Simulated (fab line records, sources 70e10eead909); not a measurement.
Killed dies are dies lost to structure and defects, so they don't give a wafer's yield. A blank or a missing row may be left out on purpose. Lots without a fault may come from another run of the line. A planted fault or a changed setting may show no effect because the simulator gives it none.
fab line records | flow nand_harc
record lots=7 wafers=21 last_day=24
route steps=1159 shown P_CONTACT@219
lots that met no fault: from a run of the same line without faults
start_h: hours from the record's first day to the start of the lot's first wafer shown | wait_h: hours since the lot's step before | " the same as in the row above | L1.1+2: a row that stands for several wafers | - no value, or no start given | * or withheld: withheld | < > ~ a bound
route shown NAME@n: a module of which the file shows steps, and the number in the route of the first | usual: mean/standard deviation of fault-free wafers | same: alike in all rows | chamber/n: place in a boat | sites: the reading at each site | _std_site: their standard deviation | _edge_site: outer sites' mean less inner sites' | radius_mm: how far each site lies from the wafer's centre | mask NAME#n: copy n | behind: the tool/chamber that last shaped the wafer | hold: why the lot was held/for how many hours/how that ended | device: the transistor (n, p or np) that didn't switch | end of line: the same wafers' tests at the end of the route | a step without rows: its recipe alone | killed: dies lost to structure and defects at the first sort, not the wafer's yield | map: a wafer's dies, x killed, . not, _ none there
set.NAME: the setting as run; set.NAME@STEP: as run at that earlier step | model.NAME: the simulator's own value behind a step, which no gauge read
lots at some steps of the route; a table a step, a row a wafer
services: from which hour (start_h, from the record's first day; less than 0 if before it) a tool's chamber was out of use, for how many hours, and why
## steps
# step NHARC_P_CONTACT_CMP_01
# recipe target_thk_nm=200 material=SiO2
# usual motor_current_A=12.0/1.1 slurry_filter_dp_kPa=13.54/0.14 slurry_flow_ml_min=150.0/0.52
# columns lot.wafer tool chamber start_h wait_h motor_current_A slurry_filter_dp_kPa slurry_flow_ml_min
L860.3 cmp-04 1 153.26 - 10.4 13.69 149.8
L860.4 " 2 " " 11.6 13.80 149.7
L860.2 " 3 " " 11.3 13.56 149.6
L868.2 cmp-02 2 193.53 - 12.6 13.62 150.6
L868.1 " 3 " " 10.5 13.56 149.4
L868.5 " 2 " " 12.2 13.47 150.3
L867.1 cmp-04 3 194.52 - 11.8 13.75 149.8
L867.2 " 1 " " 10.3 13.79 150.4
L867.6 " 0 " " 10.4 13.31 150.2
L869.3 cmp-02 3 206.58 - 11.2 13.49 150.3
L869.2 " 0 " " 12.5 13.69 150.5
L869.4 " 1 " " 11.9 13.22 150.6
L874.2 cmp-03 3 230.36 - 12.2 13.45 150.3
L874.3 " 1 " " 12.7 13.40 150.2
L874.4 " 2 " " 13.0 13.49 150.4
L875.2 cmp-04 3 240.19 - 11.9 13.59 149.4
L875.1 " 0 " " 9.9 13.57 149.8
L875.5 " 3 " " 11.4 13.65 149.7
L876.2 cmp-02 3 240.61 0.5 10.5 13.55 149.9
L876.4 " 0 " " 12.8 13.24 149.6
L876.1 " 1 " " 11.0 13.57 150.0
# step NHARC_P_CONTACT_SRD_03
# step NHARC_P_CONTACT_DEHYDRATE_04
# recipe temp_c=150 time_s=120
# step NHARC_P_CONTACT_HMDS_05
# recipe time_s=30
# step NHARC_P_CONTACT_COAT_33
# recipe temp_c=260 time_s=75
# step NHARC_P_CONTACT_COAT_34
# recipe temp_c=225 time_s=65
# step NHARC_P_CONTACT_COAT_06
# recipe spin_rpm=1500 resist_thk_nm=90
# step NHARC_P_CONTACT_SOFTBAKE_07
# recipe temp_c=105 time_s=55
# step NHARC_P_CONTACT_EBR_08
# step NHARC_P_CONTACT_EXPOSE_09
# recipe na=1.35 target_cd_nm=90 dose_mj=81.26 mask_id=P_CA
# step NHARC_P_CONTACT_PEB_10
# recipe peb_temp_c=100 peb_time_s=65
# step NHARC_P_CONTACT_DEVELOP_11
# recipe develop_time_s=35 dev_temp_c=23
# usual chill_plate_temp_C=23.03/0.09 develop_time_s=35/0
# columns lot.wafer tool chamber start_h wait_h chill_plate_temp_C develop_time_s
L860.2 litho_track-04 0 153 - 22.97 35
L860.3 " 0 " " 23.00 35
L860.4 " 0 " " 23.02 35
L868.1 litho_track-04 - 194 - - -
L868.2 " - " " - -
L868.5 " - " " - -
L867.1 litho_track-06 - 195 - - -
L867.2 " - " " - -
L867.6 " - " " - -
L869.2 litho_track-04 - 207 - - -
L869.3 " - " " - -
L869.4 " - " " - -
L874.2 litho_track-04 0 231 - 23.04 35
L874.3 " 0 " " 23.19 35
L874.4 " 0 " " 23.07 35
L875.1 litho_track-06 0 240 - 23.18 35
L875.2 " 0 " " 23.05 35
L875.5 " 0 " " 23.17 35
L876.1 litho_track-06 0 241 - 23.01 35
L876.2 " 0 " " 23.09 35
L876.4 " 0 " " 23.04 35
# step NHARC_P_CONTACT_CD_MEAS_12
# recipe target_cd_nm=90 landing_energy_ev=500
# usual cd_nm=90.2/0.49
# columns lot.wafer tool chamber start_h wait_h cd_nm
L860.2 cd_sem-03 0 153.95 - 90.3
L860.3 " 0 " " 89.8
L860.4 " 0 " " 89.6
L868.1 cd_sem-03 0 194.33 - -
L868.2 " 0 " " -
L868.5 " 0 " " -
L867.1 cd_sem-03 0 195.35 - -
L867.2 " 0 " " -
L867.6 " 0 " " -
L869.2 cd_sem-02 0 207.27 - -
L869.3 " 0 " " -
L869.4 " 0 " " -
L874.2 cd_sem-02 0 231.20 - 90.2
L874.3 " 0 " " 89.5
L874.4 " 0 " " 89.3
L875.1 cd_sem-03 0 241.02 - 90.7
L875.2 " 0 " " 90.2
L875.5 " 0 " " 90.0
L876.1 cd_sem-03 0 241.45 - 90.3
L876.2 " 0 " " 90.3
L876.4 " 0 " " 89.7
## services
# columns tool chamber start_h hours kind
cmp-02 - 132.50 - consumable_replace:conditioner
cmp-02 - 132.50 - consumable_replace:pad
litho_track-04 - 141.00 7.0 pm
cmp-02 - 149.03 1.2 repair
cmp-03 - 156.07 4.0 pm
cmp-03 - 160.07 - consumable_replace:conditioner
cmp-03 - 160.07 - consumable_replace:pad
cmp-04 - 183.22 1.6 repair
cmp-04 - 203.13 4.0 pm
cmp-04 - 207.13 - consumable_replace:conditioner
cmp-04 - 207.13 - consumable_replace:pad
cmp-02 - 209.57 1.7 repair
cmp-02 - 226.50 4.0 pm
cmp-02 - 230.50 - consumable_replace:conditioner
cmp-02 - 230.50 - consumable_replace:pad
cmp-03 - 240.38 0.5 repair
## key
first_sign step=NHARC_P_CONTACT_DEVELOP_11 reading=tool_record direction=missing
effect none on later readings
met_at NHARC_P_CONTACT_DEVELOP_11
struck_wafers L867.1,L867.2,L867.6,L868.1,L868.2,L868.5,L869.2,L869.3,L869.4
later_rows_left_out L867.1,L867.2,L867.6,L868.1,L868.2,L868.5,L869.2,L869.3,L869.4
sort_left_out L867.1,L867.2,L867.6,L868.1,L868.2,L868.5,L869.2,L869.3,L869.4
tester_left_out L867,L868,L869
onset_between 153 194
fault kind=skipped_step_whole tool=litho_track-04,litho_track-06 chamber=- onset_h=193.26 steps=NHARC_P_CONTACT_DEVELOP_11 scope=struck_lots_only
# tester_left_out: of these lots the tester's yield and bins aren't shown, on N5 and GAA mostly nor the transistor test; their killed dies are dies lost to structure and defects alone, not to doping, threshold or leakage, so they don't give the yield
# sort_left_out: the simulated sort isn't trusted on such a fault, so these wafers' sort isn't shown, and their yield isn't known
# later_rows_left_out: the simulator's readings of these wafers behind a module that went badly wrong aren't trusted and aren't shown, but for the sort
